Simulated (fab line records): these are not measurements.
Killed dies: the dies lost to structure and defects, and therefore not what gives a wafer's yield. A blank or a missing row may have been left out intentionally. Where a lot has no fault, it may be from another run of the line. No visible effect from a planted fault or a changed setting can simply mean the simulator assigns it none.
Chamber matching || flow nand harc || NHARC_A_STAIRCASE_TRIM_220 on rie diel-07: 4 sister chambers
The step chemistry O2, time 211.2 s. 14 wafers are shown with their chamber, then 7 later ones without.

== WAFERS PAIRED WITH THEIR CHAMBERS ==
{"wafer": "L081.1", "chamber": 1, "showerhead plenum p Torr (Torr)": 3.50, "drypump motor current A (A)": 5.7, "oes product au (a.u.)": 1.012}
{"wafer": "L081.2", "chamber": 2, "showerhead plenum p Torr (Torr)": 3.56, "drypump motor current A (A)": 5.9, "oes product au (a.u.)": 1.010}
{"wafer": "L081.6", "chamber": 3, "showerhead plenum p Torr (Torr)": 3.50, "drypump motor current A (A)": 5.2, "oes product au (a.u.)": 0.994}
{"wafer": "L082.2", "chamber": 3, "showerhead plenum p Torr (Torr)": 3.49, "drypump motor current A (A)": 5.3, "oes product au (a.u.)": 0.992}
{"wafer": "L082.3", "chamber": 1, "showerhead plenum p Torr (Torr)": 3.50, "drypump motor current A (A)": 5.7, "oes product au (a.u.)": 0.999}
{"wafer": "L082.6", "chamber": 2, "showerhead plenum p Torr (Torr)": 3.55, "drypump motor current A (A)": 5.9, "oes product au (a.u.)": 0.986}
{"wafer": "L084.1", "chamber": 3, "showerhead plenum p Torr (Torr)": 3.49, "drypump motor current A (A)": 5.3, "oes product au (a.u.)": 1.004}
{"wafer": "L084.2", "chamber": 2, "showerhead plenum p Torr (Torr)": 3.55, "drypump motor current A (A)": 5.9, "oes product au (a.u.)": 1.005}
{"wafer": "L084.5", "chamber": 0, "showerhead plenum p Torr (Torr)": 3.76, "drypump motor current A (A)": 5.8, "oes product au (a.u.)": 1.016}
{"wafer": "L086.1", "chamber": 2, "showerhead plenum p Torr (Torr)": 3.55, "drypump motor current A (A)": 5.9, "oes product au (a.u.)": 1.005}
{"wafer": "L086.5", "chamber": 1, "showerhead plenum p Torr (Torr)": 3.50, "drypump motor current A (A)": 5.7, "oes product au (a.u.)": 1.012}
{"wafer": "L086.6", "chamber": 0, "showerhead plenum p Torr (Torr)": 3.76, "drypump motor current A (A)": 5.9, "oes product au (a.u.)": 1.007}
{"wafer": "L088.2", "chamber": 2, "showerhead plenum p Torr (Torr)": 3.55, "drypump motor current A (A)": 6.0, "oes product au (a.u.)": 1.012}
{"wafer": "L088.3", "chamber": 1, "showerhead plenum p Torr (Torr)": 3.50, "drypump motor current A (A)": 5.6, "oes product au (a.u.)": 1.016}

SIGNATURES (means of the wafers above)
{"reading": "showerhead plenum p Torr", "chamber 0": 3.7600, "chamber 1": 3.5000, "chamber 2": 3.5520, "chamber 3": 3.4933, "scatter within a chamber": 0.00383}
{"reading": "drypump motor current A", "chamber 0": 5.850, "chamber 1": 5.675, "chamber 2": 5.920, "chamber 3": 5.267, "scatter within a chamber": 0.0521}
{"reading": "oes product au", "chamber 0": 1.01150, "chamber 1": 1.00975, "chamber 2": 1.00360, "chamber 3": 0.99667, "scatter within a chamber": 0.00844}
Rule: a wafer lies at a distance from a chamber equal to the root of the sum of squares, over the readings, of (its reading less the chamber's mean, divided by the reading's scatter). The wafer belongs to the nearest chamber; if the next one is less than 2 further off, it can't be placed. How the scatter is found: for the shown wafers, subtract from each reading the mean of its chamber, square and add these, divide the total by (wafers less chambers), then take the root.

== WAFERS WHOSE CHAMBER IS MISSING ==
{"wafer": "L088.6", "showerhead plenum p Torr (Torr)": 3.49, "drypump motor current A (A)": 5.3, "oes product au (a.u.)": 0.992}
{"wafer": "L090.4", "showerhead plenum p Torr (Torr)": 3.54, "drypump motor current A (A)": 6.0, "oes product au (a.u.)": 1.007}
{"wafer": "L090.5", "showerhead plenum p Torr (Torr)": 3.48, "drypump motor current A (A)": 5.2, "oes product au (a.u.)": 0.995}
{"wafer": "L090.6", "showerhead plenum p Torr (Torr)": 3.75, "drypump motor current A (A)": 5.8, "oes product au (a.u.)": 1.001}
{"wafer": "L092.4", "showerhead plenum p Torr (Torr)": 3.49, "drypump motor current A (A)": 5.7, "oes product au (a.u.)": 1.014}
{"wafer": "L092.5", "showerhead plenum p Torr (Torr)": 3.48, "drypump motor current A (A)": 5.3, "oes product au (a.u.)": 0.997}
{"wafer": "L092.6", "showerhead plenum p Torr (Torr)": 3.75, "drypump motor current A (A)": 5.8, "oes product au (a.u.)": 1.012}

== WHICH CHAMBER EACH ONE RAN IN ==
{"wafer": "L088.6", "from the rows above": 3, "in truth": 3}
{"wafer": "L090.4", "from the rows above": 2, "in truth": 2}
{"wafer": "L090.5", "from the rows above": 3, "in truth": 3}
{"wafer": "L090.6", "from the rows above": 0, "in truth": 0}
{"wafer": "L092.4", "from the rows above": 1, "in truth": 1}
{"wafer": "L092.5", "from the rows above": 3, "in truth": 3}
{"wafer": "L092.6", "from the rows above": 0, "in truth": 0}
7 of 7 placed correctly. Not placeable from these rows: 0. Number placed wrongly: 0.
